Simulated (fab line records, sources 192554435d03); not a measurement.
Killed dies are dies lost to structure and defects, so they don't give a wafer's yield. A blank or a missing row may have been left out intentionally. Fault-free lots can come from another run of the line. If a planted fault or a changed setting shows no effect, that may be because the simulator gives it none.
Split-lot study | flow n5Finfet | 7 lots, 21 wafers read, on a route of 1938 steps

## SPLIT DETAILS
At N5_PASSIVATION_EXPOSE_07 (exposes mask TV, defocus 0 nm, target cd 3000 nm), the setting doseMj was moved away from the recipe's 22.75 on 7 of the 21 wafers read, by -6.8% to +7.0%. For the rest of the wafers, this setting stayed at what the recipe calls for.

## FROM THE SPLIT TO THE READING: what the file shows between them, 3 steps
- N5_PASSIVATION_PEB_08
- N5_PASSIVATION_DEVELOP_09: develop time 60 s
- N5_PASSIVATION_HARDBAKE_11: time 120 s

## THE READING
cdNm (nm) at N5_PASSIVATION_CD_MEAS_10, where the cd target is 3000 nm. Fault-free wafers of this fab line usually give 3000.2 nm, standard deviation 2.1 nm.

wafer  | tool, chamber at the split | doseMj as run | against the recipe | cdNm, nm | against lot-mates on the recipe
L074.1 | krfScanner-01, 0           | 22.75         | recipe             | 3002.1   | -
L074.3 | krfScanner-01, 0           | 22.75         | recipe             | 2999.9   | -
L074.4 | krfScanner-01, 0           | 22.75         | recipe             | 3001.9   | -
L079.1 | krfScanner-01, 0           | 22.75         | recipe             | 3001.1   | -
L079.3 | krfScanner-01, 0           | 21.2          | -6.8%              | 2982.0   | -17.7
L079.4 | krfScanner-01, 0           | 22.75         | recipe             | 2998.3   | -
L078.1 | krfScanner-02, 0           | 22.75         | recipe             | 3003.0   | -
L078.2 | krfScanner-02, 0           | 22.75         | recipe             | 3001.9   | -
L078.5 | krfScanner-02, 0           | 22.75         | recipe             | 2998.4   | -
L084.1 | krfScanner-02, 0           | 21.88         | -3.8%              | 2991.8   | no lot-mate on the recipe
L084.2 | krfScanner-02, 0           | 21.88         | -3.8%              | 2993.7   | no lot-mate on the recipe
L084.4 | krfScanner-02, 0           | 21.88         | -3.8%              | 2989.6   | no lot-mate on the recipe
L085.3 | krfScanner-02, 0           | 23.7          | +4.2%              | 3010.7   | +11.4
L085.4 | krfScanner-02, 0           | 22.75         | recipe             | 2999.6   | -
L085.5 | krfScanner-02, 0           | 22.75         | recipe             | 2998.9   | -
L086.1 | krfScanner-02, 0           | 22.75         | recipe             | 2998.4   | -
L086.3 | krfScanner-02, 0           | 23.83         | +4.7%              | 3011.8   | +14.2
L086.5 | krfScanner-02, 0           | 22.75         | recipe             | 2996.8   | -
L089.3 | krfScanner-01, 0           | 22.75         | recipe             | 3003.1   | -
L089.5 | krfScanner-01, 0           | 22.75         | recipe             | 2998.7   | -
L089.6 | krfScanner-01, 0           | 24.35         | +7.0%              | 3013.0   | +12.1

THE FIT
A straight line over all 21 wafers: cdNm changes by +2.28 nm for each +1% of doseMj; r = +0.96; the points scatter about the line by 2 nm.
The same after taking each lot's own level away (the mean of its wafers on the recipe; 18 wafers): +2.37 nm for each +1%; r = +0.96; scatter 2 nm.
Per that fit: largest doseMj move, reading shift of 17 nm.
The span of the lots' own levels, 2997.60 to 3001.30 nm, comes to 1.8 times the standard deviation stated above.
So the lot-to-lot level changes the slope little: the two slopes agree.
Check: with one of the wafers moved furthest among these (+7.0%) left out of the fit, the line predicts +19.3 nm for it against its lot-mates. Against them it came out at +12.1 nm.

## OTHER SPLITS APPLIED TO THESE WAFERS
Before the reading, these wafers also passed through other splits. Each is held against what the fit with the lots' levels taken away leaves over:
other split on the same wafers      | wafers away from the commonest value | r with cdNm (lot level and that fit taken away)
N5_BEOL_M13_DEVELOP_27 developTimeS | 6                                    | -0.41
N5_BEOL_M14_COAT_66 spinRpm         | 5                                    | +0.05
N5_BEOL_M14_EXPOSE_25 doseMj        | 5                                    | -0.10
N5_BEOL_M15_ETCH_61 timeS           | 8                                    | +0.28
N5_BEOL_M15_TRENCH_ETCH_34 biasW    | 5                                    | +0.33

## FILE'S OWN FIT
cdNm changes by +2.36 nm for each +1% of doseMj, r = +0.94.
